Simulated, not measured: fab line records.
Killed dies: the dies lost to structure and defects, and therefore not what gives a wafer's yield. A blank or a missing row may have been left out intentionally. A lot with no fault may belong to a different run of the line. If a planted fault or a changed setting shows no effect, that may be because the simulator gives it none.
Comparing a struck lot with a sound one    flow n5 finfet    15 steps out of a route of 1938
Sound: the wafers L598.2, L598.3, L598.6. The struck wafers were L606.3, L606.4, L606.5. The cause comes at the end.
At each step with rows: each side's tool, then ch and its chambers, then its first start. Under that, the readings that differ: sound wafers    struck wafers    difference of the means    sigmas: that difference in standard deviations of wafers without a fault.
alike: readings with means less than 2 such deviations apart, plus words and numbers identical on both sides. not compared: withheld readings, readings lacking a value on some wafer, bounds such as >300 that could conceal the same value, and numbers that have no deviation in the record and whose values overlap.
A row with sigmas, a row that says differs or no value, or rows on one side alone: a step with any of these is where the two part. Numbers that have no deviation but don't overlap get no sigmas and don't part them. A reading missing from all wafers of one side parts the sides only when that side holds two or more wafers.

first, 7 steps without rows for these wafers: N5_WELL_APT_COAT_19 (resist thk 950 nm); N5_WELL_APT_EBR_21; N5_WELL_APT_SOFTBAKE_20 (time 60 s); N5_WELL_APT_EXPOSE_22 (exposes mask PWELL, defocus 0 nm, target cd 200 nm); N5_WELL_APT_PEB_23 (peb time 90 s); N5_WELL_APT_DEVELOP_24 (develop time 45 s); N5_WELL_APT_HARDBAKE_29 (time 120 s).
N5_WELL_APT_CD_MEAS_25 targets a cd of 200 nm.
  sound on cd sem-03 ch 0, day 2 02:57; struck on cd sem-02 ch 0, day 4 03:05
  alike: cd nm
N5_WELL_APT_OVL_MEAS_26:
  sound on overlay-01 ch 0, day 2 02:59; struck on overlay-02 ch 0, day 4 03:07
  alike: PWELL_OVL
N5_WELL_APT_INSPECT_27: inspects for defects (macro).
  sound on defect inspect-01 at day 2 03:00; struck on defect inspect-02 at day 4 03:09
  alike: raw defect count
N5_WELL_APT_DESCUM_30: chemistry O2, time 7.9 s.
  sound on rie diel-03 ch 0,3, day 2 03:02; struck on rie diel-01 ch 0,1,3, day 4 03:14
  alike: chamber pressure mTorr, drypump motor current A, o2 flow sccm, oes product au, rf fwd power W, rf vpp V, showerhead plenum p Torr, throttle valve pct
  not compared: rf hours counter h
next, for these wafers, 1 step has no rows: N5_WELL_APT_IMPLANT_31.
N5_WELL_APT_IMPLANT_32:
  sound on implanter-02 ch 0, day 2 03:20; struck on implanter-02 ch 0, day 4 03:34
reading                    sound                 struck                difference  sigmas
beam energy keV            49.999 50.030 49.982  56.677 56.686 56.651  +6.668      +99 or more
model.implant.rp nm (nm)   37.95 37.95 37.95     42.88 42.88 42.88     +4.93       
model.implant.drp nm (nm)  18.55 18.55 18.55     20.33 20.33 20.33     +1.78       
then, 1 step without rows for these wafers: N5_WELL_APT_STRIP_33 (strips in SPM, time 900 s).
-- record jumps: 12 days separate the struck wafers' starts on either side; left off in module WELL_APT, taken up again in module PASSIVATION, whose first shown step is the route's number 1936 --
N5_PASSIVATION_PROBE_49:
  sound on prober-02 at day 13 15:39; struck on prober-02 at day 16 10:29
  alike: killed_at_M0_to_M3, killed_at_M4_up, killed at contacts, killed at front end, killed at other, killed dies, killed on rim, killed open, killed short

## WHERE THEY PART
At N5_WELL_APT_IMPLANT_32 and nowhere else, as far as this record goes. Later steps at which nothing parts them and some readings are alike: N5_PASSIVATION_PROBE_49.

WHY: what the simulator had put in
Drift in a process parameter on implanter-02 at N5_WELL_APT_IMPLANT_32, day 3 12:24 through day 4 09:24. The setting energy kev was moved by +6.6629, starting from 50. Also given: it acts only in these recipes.
